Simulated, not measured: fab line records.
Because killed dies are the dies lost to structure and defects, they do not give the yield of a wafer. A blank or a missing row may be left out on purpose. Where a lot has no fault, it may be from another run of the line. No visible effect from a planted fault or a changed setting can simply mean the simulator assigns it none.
Which tool did it? + flow n5_finfet + 20 lots with 60 wafers sampled at 6 steps, on a route of 1938 steps

WHAT EACH GAUGE READ, for each wafer
The record holds no reading of a measuring or inspecting step that can be judged against a usual standard deviation.

WHAT TOOL EACH LOT RAN ON (gives the tool, then ch and the chambers of the sampled wafers, and finally the start)
| lot  | N5_BEOL_M0_SAQP_ALD_48            | N5_BEOL_M0_STRIP_140               | N5_BEOL_M0_SURFACE_TREAT_137 | N5_BEOL_M0_DEP_125              | N5_BEOL_M1_STRIP_19                | N5_BEOL_M1_STRIP_36                |
|------|-----------------------------------|------------------------------------|------------------------------|---------------------------------|------------------------------------|------------------------------------|
| L074 | ald_sin-04 ch 2,3, day 5 16:07    | rie_diel-04 ch 1,2, day 5 17:46    | pvd_sputter-01, day 5 20:14  | pecvd-04 ch 0,1,2, day 5 21:58  | rie_diel-03 ch 1,2,3, day 6 01:15  | rie_diel-03 ch 0,3, day 6 04:42    |
| L075 | ald_sin-03 ch 0,1,3, day 5 21:30  | rie_diel-04 ch 2,3, day 6 00:58    | pvd_sputter-01, day 6 02:22  | pecvd-04 ch 0,1,2, day 6 04:26  | rie_diel-01 ch 0,2, day 6 06:22    | rie_diel-01 ch 0,1, day 6 07:50    |
| L076 | ald_sin-03 ch 1,2, day 6 01:45    | rie_diel-04 ch 0,2, day 6 04:31    | pvd_sputter-01, day 6 07:36  | pecvd-03 ch 0,1,2, day 6 09:14  | rie_diel-01 ch 0,2,3, day 6 10:45  | rie_diel-02 ch 1,3, day 6 12:23    |
| L077 | ald_sin-01 ch 1,2,3, day 6 09:55  | rie_diel-06 ch 2,3, day 6 11:25    | pvd_sputter-02, day 6 12:46  | pecvd-04 ch 0,1, day 6 14:28    | rie_diel-01 ch 1,2,3, day 6 18:31  | rie_diel-01 ch 0,1, day 7 00:27    |
| L078 | ald_sin-04 ch 0,3, day 6 18:41    | rie_diel-05 ch 0,1,2, day 6 20:45  | pvd_sputter-03, day 6 22:32  | pecvd-01 ch 0,1, day 7 00:43    | rie_diel-02 ch 0,2,3, day 7 02:28  | rie_diel-02 ch 0,1,3, day 7 06:26  |
| L079 | ald_sin-04 ch 0,1,3, day 6 23:02  | rie_diel-04 ch 0,1,2, day 7 00:37  | pvd_sputter-02, day 7 02:04  | pecvd-03 ch 0,1,2, day 7 04:47  | rie_diel-02 ch 1,2,3, day 7 07:43  | rie_diel-02 ch 0,1,3, day 7 09:27  |
| L080 | ald_sin-03 ch 0,3, day 7 07:21    | rie_diel-05 ch 0,1, day 7 09:32    | pvd_sputter-03, day 7 10:53  | pecvd-01 ch 0,1,2, day 7 12:29  | rie_diel-01 ch 0,2,3, day 7 14:04  | rie_diel-01 ch 1,3, day 8 01:17    |
| L081 | ald_sin-04 ch 1,3, day 7 13:38    | rie_diel-05 ch 0,1, day 7 17:46    | pvd_sputter-02, day 7 19:29  | pecvd-03 ch 0,2, day 7 22:09    | rie_diel-02 ch 0,1,3, day 8 01:52  | rie_diel-01 ch 0,1, day 8 05:08    |
| L082 | ald_sin-03 ch 0,1,3, day 7 19:23  | rie_diel-04 ch 1,2, day 7 20:59    | pvd_sputter-02, day 7 23:57  | pecvd-03 ch 0,1,2, day 8 01:40  | rie_diel-02 ch 0,1,2, day 8 03:49  | rie_diel-02 ch 0,2,3, day 8 06:25  |
| L085 | ald_sin-03 ch 1,2,3, day 8 18:10  | rie_diel-06 ch 0,3, day 8 22:33    | pvd_sputter-02, day 8 23:52  | pecvd-04 ch 0,1,2, day 9 01:58  | rie_diel-01 ch 0,3, day 9 03:35    | rie_diel-02 ch 0,1, day 9 12:17    |
| L086 | ald_sin-03 ch 1,2,3, day 8 20:23  | rie_diel-05 ch 0,2, day 8 22:28    | pvd_sputter-03, day 8 23:42  | pecvd-04 ch 0,1,2, day 9 01:28  | rie_diel-01 ch 0,1, day 9 03:19    | rie_diel-03 ch 0,2, day 9 06:50    |
| L087 | ald_sin-03 ch 0,3, day 9 00:58    | rie_diel-06 ch 2,3, day 9 03:08    | pvd_sputter-03, day 9 04:30  | pecvd-03 ch 0,2, day 9 06:05    | rie_diel-01 ch 2,3, day 9 08:13    | rie_diel-03 ch 0,1,2, day 9 13:32  |
| L089 | ald_sin-03 ch 0,1,3, day 9 12:23  | rie_diel-06 ch 1,2, day 9 13:54    | pvd_sputter-01, day 9 14:50  | pecvd-01 ch 0,1, day 9 17:09    | rie_diel-01 ch 0,1,2, day 9 21:37  | rie_diel-03 ch 2,3, day 10 00:28   |
| L090 | ald_sin-04 ch 1,2,3, day 9 18:12  | rie_diel-05 ch 1, day 9 21:10      | pvd_sputter-01, day 9 23:31  | pecvd-03 ch 0,1, day 10 01:10   | rie_diel-03 ch 0,3, day 10 04:24   | rie_diel-01 ch 0,1, day 10 06:20   |
| L091 | ald_sin-01 ch 0,1,2, day 9 22:47  | rie_diel-06 ch 1,2, day 10 00:43   | pvd_sputter-03, day 10 02:53 | pecvd-01 ch 0,1, day 10 04:47   | rie_diel-02 ch 0,1, day 10 06:35   | rie_diel-01 ch 0,1, day 10 14:52   |
| L092 | ald_sin-03 ch 0,1,3, day 10 06:09 | rie_diel-05 ch 1,2, day 10 11:56   | pvd_sputter-03, day 10 13:22 | pecvd-03 ch 0,1,2, day 10 15:12 | rie_diel-01 ch 0,1,2, day 10 19:06 | rie_diel-02 ch 0,1,2, day 10 21:05 |
| L093 | ald_sin-03 ch 1,2,3, day 10 09:58 | rie_diel-04 ch 0,2, day 10 13:32   | pvd_sputter-03, day 10 15:40 | pecvd-01 ch 0,2, day 10 17:17   | rie_diel-02 ch 0,1,2, day 10 19:52 | rie_diel-01 ch 0,1,3, day 10 20:56 |
| L094 | ald_sin-04 ch 1,2, day 10 18:17   | rie_diel-04 ch 0,3, day 10 19:49   | pvd_sputter-01, day 10 21:44 | pecvd-03 ch 0,1, day 10 23:21   | rie_diel-01 ch 0,1,3, day 11 02:14 | rie_diel-03 ch 0,1,3, day 11 07:14 |
| L096 | ald_sin-03 ch 0,1,2, day 11 08:43 | rie_diel-04 ch 0,1, day 11 12:07   | pvd_sputter-03, day 11 13:31 | pecvd-04 ch 1,2, day 11 15:10   | rie_diel-03 ch 0,1,3, day 11 17:36 | rie_diel-03 ch 0,1, day 11 22:06   |
| L097 | ald_sin-04 ch 2,3, day 11 16:29   | rie_diel-04 ch 0,2,3, day 11 21:25 | pvd_sputter-01, day 11 22:49 | pecvd-03 ch 0,1,2, day 12 01:26 | rie_diel-02 ch 0,1,2, day 12 03:37 | rie_diel-02 ch 0,1,2, day 12 07:24 |
- N5_BEOL_M0_SAQP_ALD_48: deposits SiO2, target thk 20 nm, pulse time 1 s, co reactant pulse time 1 s.
- N5_BEOL_M0_STRIP_140: strips in CF4.
- N5_BEOL_M0_SURFACE_TREAT_137
- N5_BEOL_M0_DEP_125: deposits SiCN from 3MS/NH3, target thk 8 nm, time 14 s.
- N5_BEOL_M1_STRIP_19: strips in O2.
- N5_BEOL_M1_STRIP_36: strips in N2/H2.

AS READ BY THE TOOLS THEMSELVES (means over the sampled wafers that have a number; for cases with no such wafer, the mark the record gives instead)
N5_BEOL_M0_SAQP_ALD_48. Usual: chamber_pressure_Torr 2.001 Torr, standard deviation 0.0045; heater_power_w 79 W, standard deviation 11; precursor_pulse_height_rel 0.999, standard deviation 0.022.
| lot  | tool       | chamber_pressure_Torr (Torr) | heater_power_w (W) | precursor_pulse_height_rel | flag |
|------|------------|------------------------------|--------------------|----------------------------|------|
| L074 | ald_sin-04 | 2.005                        | 78                 | 1.017                      |      |
| L075 | ald_sin-03 | 1.994                        | 72                 | 1.024                      |      |
| L076 | ald_sin-03 | 1.997                        | 77                 | 1.000                      |      |
| L077 | ald_sin-01 | 2.003                        | 74                 | 1.003                      |      |
| L078 | ald_sin-04 | 1.996                        | 81                 | 1.001                      |      |
| L079 | ald_sin-04 | 2.004                        | 86                 | 1.003                      |      |
| L080 | ald_sin-03 | 2.002                        | 71                 | 0.995                      |      |
| L081 | ald_sin-04 | 2.003                        | 83                 | 1.006                      |      |
| L082 | ald_sin-03 | 2.000                        | 74                 | 0.978                      |      |
| L085 | ald_sin-03 | 2.003                        | 75                 | 0.999                      |      |
| L086 | ald_sin-03 | 1.999                        | 76                 | 1.013                      |      |
| L087 | ald_sin-03 | 2.000                        | 72                 | 0.996                      |      |
| L089 | ald_sin-03 | 2.006                        | 75                 | 1.003                      |      |
| L090 | ald_sin-04 | 1.997                        | 82                 | 1.010                      |      |
| L091 | ald_sin-01 | 2.004                        | 75                 | 1.018                      |      |
| L092 | ald_sin-03 | 2.003                        | 72                 | 1.011                      |      |
| L093 | ald_sin-03 | 2.003                        | 75                 | 1.015                      |      |
| L094 | ald_sin-04 | 1.999                        | 86                 | 0.981                      |      |
| L096 | ald_sin-03 | 1.999                        | 84                 | 0.980                      |      |
| L097 | ald_sin-04 | 2.002                        | 79                 | 0.985                      |      |

N5_BEOL_M0_STRIP_140. Usual: cf4_flow_sccm 150.0 sccm, standard deviation 0.51; chamber_pressure_mTorr 49.99 mTorr, standard deviation 0.07; drypump_motor_current_A 5.7 A, standard deviation 0.4; oes_product_au 0.76 a.u., standard deviation 0.086; power_w 300.0 W, standard deviation 0.81; rf_vpp_V 270.6 V, standard deviation 1.9; showerhead_plenum_p_Torr 1.76 Torr, standard deviation 0.064; throttle_valve_pct 13.5 %, standard deviation 0.31.
| lot  | tool        | cf4_flow_sccm (sccm) | chamber_pressure_mTorr (mTorr) | drypump_motor_current_A (A) | oes_product_au (a.u.) | power_w (W) | rf_vpp_V (V) | showerhead_plenum_p_Torr (Torr) | throttle_valve_pct (%) | flag |
|------|-------------|----------------------|--------------------------------|-----------------------------|-----------------------|-------------|--------------|---------------------------------|------------------------|------|
| L074 | rie_diel-04 | 149.9                | 49.96                          | 5.6                         | 0.73                  | 300.1       | 271.2        | 1.81                            | 13.6                   |      |
| L075 | rie_diel-04 | 150.0                | 50.07                          | 5.5                         | 0.86                  | 299.6       | 271.3        | 1.78                            | 13.2                   |      |
| L076 | rie_diel-04 | 150.1                | 49.97                          | 5.7                         | 0.72                  | 300.9       | 271.7        | 1.80                            | 13.6                   |      |
| L077 | rie_diel-06 | 150.0                | 50.01                          | 5.8                         | 0.78                  | 300.8       | 269.3        | 1.72                            | 13.6                   |      |
| L078 | rie_diel-05 | 149.9                | 49.99                          | 5.6                         | 0.76                  | 300.7       | 272.8        | 1.77                            | 13.5                   |      |
| L079 | rie_diel-04 | 150.0                | 49.95                          | 5.5                         | 0.70                  | 300.2       | 271.3        | 1.76                            | 13.5                   |      |
| L080 | rie_diel-05 | 150.3                | 50.02                          | 5.8                         | 0.75                  | 299.2       | 269.4        | 1.72                            | 13.6                   |      |
| L081 | rie_diel-05 | 150.2                | 49.93                          | 5.9                         | 0.80                  | 300.7       | 270.7        | 1.73                            | 13.4                   |      |
| L082 | rie_diel-04 | 150.0                | 50.02                          | 5.6                         | 0.72                  | 300.8       | 271.7        | 1.81                            | 13.6                   |      |
| L085 | rie_diel-06 | 150.1                | 49.99                          | 6.5                         | 0.80                  | 300.3       | 269.0        | 1.75                            | 13.6                   |      |
| L086 | rie_diel-05 | 149.9                | 50.02                          | 5.5                         | 0.68                  | 299.3       | 271.5        | 1.75                            | 13.8                   |      |
| L087 | rie_diel-06 | 150.4                | 49.96                          | 6.1                         | 0.80                  | 300.0       | 270.8        | 1.72                            | 13.5                   |      |
| L089 | rie_diel-06 | 149.5                | 49.98                          | 5.8                         | 0.68                  | 299.4       | 270.3        | 1.75                            | 14.0                   |      |
| L090 | rie_diel-05 | 149.5                | 49.93                          | 6.0                         | 0.82                  | 299.6       | 270.7        | 1.74                            | 13.2                   |      |
| L091 | rie_diel-06 | 149.9                | 49.98                          | 5.8                         | 0.68                  | 300.1       | 269.8        | 1.75                            | 14.0                   |      |
| L092 | rie_diel-05 | 150.7                | 49.98                          | 5.4                         | 0.74                  | 300.2       | 271.6        | 1.82                            | 13.5                   |      |
| L093 | rie_diel-04 | 150.0                | 49.94                          | 5.7                         | 0.79                  | 300.2       | 272.9        | 1.86                            | 13.5                   |      |
| L094 | rie_diel-04 | 149.9                | 50.02                          | 5.5                         | 0.91                  | 299.1       | 272.6        | 1.84                            | 13.1                   |      |
| L096 | rie_diel-04 | 149.9                | 50.07                          | 5.3                         | 0.77                  | 299.8       | 270.0        | 1.78                            | 13.3                   |      |
| L097 | rie_diel-04 | 150.0                | 50.01                          | 5.6                         | 0.81                  | 299.5       | 271.4        | 1.82                            | 13.3                   |      |

N5_BEOL_M0_DEP_125. Usual: chamber_pressure_Torr 3.000 Torr, standard deviation 0.0069; showerhead_plenum_p_Torr 3.661 Torr, standard deviation 0.012; throttle_valve_pct 9.0 %, standard deviation 0.54.
| lot  | tool     | chamber_pressure_Torr (Torr) | showerhead_plenum_p_Torr (Torr) | throttle_valve_pct (%) | flag |
|------|----------|------------------------------|---------------------------------|------------------------|------|
| L074 | pecvd-04 | 3.003                        | 3.665                           | 9.1                    |      |
| L075 | pecvd-04 | 3.002                        | 3.652                           | 9.0                    |      |
| L076 | pecvd-03 | 2.997                        | 3.668                           | 8.9                    |      |
| L077 | pecvd-04 | 2.997                        | 3.662                           | 9.2                    |      |
| L078 | pecvd-01 | 3.003                        | 3.653                           | 9.0                    |      |
| L079 | pecvd-03 | 2.996                        | 3.666                           | 9.1                    |      |
| L080 | pecvd-01 | 3.008                        | 3.644                           | 8.8                    |      |
| L081 | pecvd-03 | 2.997                        | 3.668                           | 9.1                    |      |
| L082 | pecvd-03 | 3.004                        | 3.678                           | 9.1                    |      |
| L085 | pecvd-04 | 3.006                        | 3.664                           | 9.2                    |      |
| L086 | pecvd-04 | 2.996                        | 3.661                           | 9.1                    |      |
| L087 | pecvd-03 | 2.997                        | 3.666                           | 9.0                    |      |
| L089 | pecvd-01 | 2.995                        | 3.648                           | 8.9                    |      |
| L090 | pecvd-03 | 2.994                        | 3.671                           | 9.1                    |      |
| L091 | pecvd-01 | 3.005                        | 3.643                           | 9.0                    |      |
| L092 | pecvd-03 | 3.000                        | 3.670                           | 9.0                    |      |
| L093 | pecvd-01 | 3.006                        | 3.652                           | 8.8                    |      |
| L094 | pecvd-03 | 3.001                        | 3.677                           | 9.1                    |      |
| L096 | pecvd-04 | 3.000                        | 3.664                           | 8.6                    |      |
| L097 | pecvd-03 | 3.007                        | 3.674                           | 9.1                    |      |

N5_BEOL_M1_STRIP_19. Usual: chamber_pressure_mTorr 30.004 mTorr, standard deviation 0.028; drypump_motor_current_A 5.8 A, standard deviation 0.49; oes_product_au 0.76 a.u., standard deviation 0.072; rf_vpp_V 3.6 V, standard deviation 0.49; showerhead_plenum_p_Torr 2.09 Torr, standard deviation 0.078; throttle_valve_pct 16.78 %, standard deviation 0.29.
| lot  | tool        | chamber_pressure_mTorr (mTorr) | drypump_motor_current_A (A) | oes_product_au (a.u.) | rf_vpp_V (V) | showerhead_plenum_p_Torr (Torr) | throttle_valve_pct (%) | flag |
|------|-------------|--------------------------------|-----------------------------|-----------------------|--------------|---------------------------------|------------------------|------|
| L074 | rie_diel-03 | 30.018                         | 5.4                         | 0.74                  | 3.5          | 2.09                            | 16.90                  |      |
| L075 | rie_diel-01 | 30.034                         | 5.6                         | 0.79                  | 3.5          | 2.11                            | 16.90                  |      |
| L076 | rie_diel-01 | 29.973                         | 6.0                         | 0.80                  | 3.5          | 2.14                            | 16.82                  |      |
| L077 | rie_diel-01 | 30.033                         | 6.3                         | 0.73                  | 3.8          | 2.09                            | 16.85                  |      |
| L078 | rie_diel-02 | 29.985                         | 5.5                         | 0.84                  | 4.2          | 2.11                            | 16.66                  |      |
| L079 | rie_diel-02 | 30.016                         | 5.8                         | 0.79                  | 3.4          | 2.11                            | 16.62                  |      |
| L080 | rie_diel-01 | 29.980                         | 5.9                         | 0.79                  | 3.9          | 2.13                            | 16.83                  |      |
| L081 | rie_diel-02 | 29.999                         | 5.6                         | 0.82                  | 3.7          | 2.13                            | 16.58                  |      |
| L082 | rie_diel-02 | 30.029                         | 5.7                         | 0.78                  | 3.4          | 2.05                            | 16.65                  |      |
| L085 | rie_diel-01 | 30.008                         | 6.2                         | 0.79                  | 3.6          | 2.17                            | 16.76                  |      |
| L086 | rie_diel-01 | 30.022                         | 6.2                         | 0.75                  | 3.3          | 2.03                            | 16.36                  |      |
| L087 | rie_diel-01 | 30.009                         | 6.0                         | 0.71                  | 3.8          | 2.12                            | 17.17                  |      |
| L089 | rie_diel-01 | 29.997                         | 6.0                         | 0.75                  | 3.7          | 2.06                            | 16.67                  |      |
| L090 | rie_diel-03 | 29.995                         | 5.4                         | 0.72                  | 4.0          | 2.12                            | 17.03                  |      |
| L091 | rie_diel-02 | 30.013                         | 5.6                         | 0.80                  | 3.3          | 2.07                            | 16.65                  |      |
| L092 | rie_diel-01 | 30.015                         | 6.0                         | 0.74                  | 3.5          | 2.05                            | 16.69                  |      |
| L093 | rie_diel-02 | 30.004                         | 5.7                         | 0.76                  | 3.9          | 2.04                            | 16.67                  |      |
| L094 | rie_diel-01 | 29.991                         | 6.2                         | 0.75                  | 3.5          | 2.09                            | 16.59                  |      |
| L096 | rie_diel-03 | 29.990                         | 5.5                         | 0.72                  | 3.5          | 2.07                            | 17.04                  |      |
| L097 | rie_diel-02 | 30.003                         | 5.7                         | 0.75                  | 3.4          | 2.04                            | 16.70                  |      |

N5_BEOL_M1_STRIP_36. Usual: chamber_pressure_mTorr 20.00 mTorr, standard deviation 0.03; drypump_motor_current_A 5.8 A, standard deviation 0.49; h2_flow_sccm 200.1 sccm, standard deviation 0.61; oes_product_au 0.76 a.u., standard deviation 0.082; power_w 449.9 W, standard deviation 1.3; rf_vpp_V 58.9 V, standard deviation 1.5; showerhead_plenum_p_Torr 2.52 Torr, standard deviation 0.088; throttle_valve_pct 23.6 %, standard deviation 0.34.
| lot  | tool        | chamber_pressure_mTorr (mTorr) | drypump_motor_current_A (A) | h2_flow_sccm (sccm) | oes_product_au (a.u.) | power_w (W) | rf_vpp_V (V) | showerhead_plenum_p_Torr (Torr) | throttle_valve_pct (%) | flag |
|------|-------------|--------------------------------|-----------------------------|---------------------|-----------------------|-------------|--------------|---------------------------------|------------------------|------|
| L074 | rie_diel-03 | 20.01                          | 5.3                         | 199.8               | 0.74                  | 449.5       | 57.6         | 2.57                            | 23.8                   |      |
| L075 | rie_diel-01 | 20.01                          | 5.9                         | 200.2               | 0.85                  | 449.7       | 59.3         | 2.52                            | 23.1                   |      |
| L076 | rie_diel-02 | 20.00                          | 6.0                         | 199.1               | 0.79                  | 450.8       | 60.1         | 2.57                            | 23.5                   |      |
| L077 | rie_diel-01 | 20.00                          | 6.3                         | 200.3               | 0.77                  | 449.7       | 59.7         | 2.46                            | 23.2                   |      |
| L078 | rie_diel-02 | 20.02                          | 5.7                         | 200.5               | 0.83                  | 450.0       | 59.0         | 2.56                            | 23.5                   |      |
| L079 | rie_diel-02 | 20.02                          | 5.7                         | 200.4               | 0.83                  | 449.8       | 59.0         | 2.56                            | 23.5                   |      |
| L080 | rie_diel-01 | 20.03                          | 6.6                         | 200.6               | 0.70                  | 450.7       | 58.5         | 2.48                            | 23.5                   |      |
| L081 | rie_diel-01 | 19.99                          | 6.3                         | 200.7               | 0.75                  | 450.3       | 58.8         | 2.46                            | 23.2                   |      |
| L082 | rie_diel-02 | 19.98                          | 5.5                         | 199.8               | 0.82                  | 450.6       | 56.9         | 2.51                            | 23.5                   |      |
| L085 | rie_diel-02 | 20.00                          | 5.9                         | 199.9               | 0.76                  | 450.7       | 58.0         | 2.51                            | 23.7                   |      |
| L086 | rie_diel-03 | 20.01                          | 5.4                         | 199.7               | 0.71                  | 449.5       | 59.4         | 2.60                            | 23.8                   |      |
| L087 | rie_diel-03 | 20.01                          | 5.5                         | 200.1               | 0.71                  | 448.9       | 58.4         | 2.54                            | 23.9                   |      |
| L089 | rie_diel-03 | 20.03                          | 5.1                         | 200.4               | 0.72                  | 450.1       | 58.1         | 2.54                            | 23.8                   |      |
| L090 | rie_diel-01 | 20.03                          | 5.9                         | 200.0               | 0.81                  | 448.7       | 59.0         | 2.51                            | 23.1                   |      |
| L091 | rie_diel-01 | 19.99                          | 6.2                         | 200.5               | 0.74                  | 448.9       | 58.8         | 2.45                            | 23.2                   |      |
| L092 | rie_diel-02 | 20.00                          | 5.7                         | 200.0               | 0.76                  | 449.4       | 60.0         | 2.46                            | 23.7                   |      |
| L093 | rie_diel-01 | 20.01                          | 6.3                         | 199.8               | 0.76                  | 450.0       | 60.4         | 2.53                            | 23.5                   |      |
| L094 | rie_diel-03 | 20.03                          | 5.5                         | 200.1               | 0.72                  | 450.3       | 59.0         | 2.52                            | 24.0                   |      |
| L096 | rie_diel-03 | 20.00                          | 5.7                         | 199.9               | 0.72                  | 449.3       | 57.9         | 2.49                            | 24.1                   |      |
| L097 | rie_diel-02 | 19.97                          | 5.7                         | 200.7               | 0.75                  | 451.0       | 57.6         | 2.46                            | 23.7                   |      |

THE ANSWER, worked out from the rows above alone
Rule: lot off if the mean of its wafers having a number is beyond 3 standard deviations from the usual mean. Also off: a lot with no number at a reading for which 4 or more lots have one. Any other lot the step has rows for is counted as sound. Order of review: gauges by route order, followed by the tools' own readings, for which a lot's mean as printed above is used. The first step at which some lot is off is used, and at that step the reading that is off furthest; a lot without a number counts as furthest.
No lot is off at any reading shown: from this, nothing can be told.

WHAT THE SIMULATOR HAD PUT IN
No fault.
